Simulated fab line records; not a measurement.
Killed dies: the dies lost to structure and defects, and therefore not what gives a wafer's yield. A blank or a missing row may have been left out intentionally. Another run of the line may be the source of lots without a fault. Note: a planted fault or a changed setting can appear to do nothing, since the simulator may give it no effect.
What tool caused it? | flow nand_harc | 6 lots (18 wafers sampled), 1 step of a 1302-step route

WHAT EACH GAUGE READ, for each wafer
NHARC_A_CONTACT_CD_MEAS_15.
lot  | measured     | on        | cd_nm (nm)
L564 | day 23 23:00 | cd_sem-03 | 189.5 189.5 190.0
L568 | day 25 10:58 | cd_sem-01 | 189.9 190.0 190.1
L569 | day 25 21:05 | cd_sem-03 | 189.8 189.1 189.5
L571 | day 27 18:17 | cd_sem-02 | 190.1 189.2 189.9
L573 | day 27 20:41 | cd_sem-01 | 190.5 190.2 190.4
L581 | day 31 04:42 | cd_sem-02 | 190.3 190.1 189.9

EACH LOT AND THE TOOL THAT RAN IT (in order: tool; ch and the chambers of the sampled wafers; start)
There is no process step in the record ahead of these readings.

THE ANSWER, worked out from the rows above alone
Rule: what is usual is taken from the lots themselves. The widest of any qualifying gaps counts: lots, ordered by their means at a reading, are off when they make up no more than a third of the lots, leave a main group of 4 or more, and stand apart from it by 3 or more times the standard deviation of that group's means. A main group whose means are all the same, to the digits that the tables above print for the reading, isn't used. Also off: a lot with no number at a reading for which 4 or more lots have one. All remaining lots with rows at the step are treated as sound.
No lot is off at any reading shown: from this, nothing can be told.

WHAT WAS PUT IN BY THE SIMULATOR
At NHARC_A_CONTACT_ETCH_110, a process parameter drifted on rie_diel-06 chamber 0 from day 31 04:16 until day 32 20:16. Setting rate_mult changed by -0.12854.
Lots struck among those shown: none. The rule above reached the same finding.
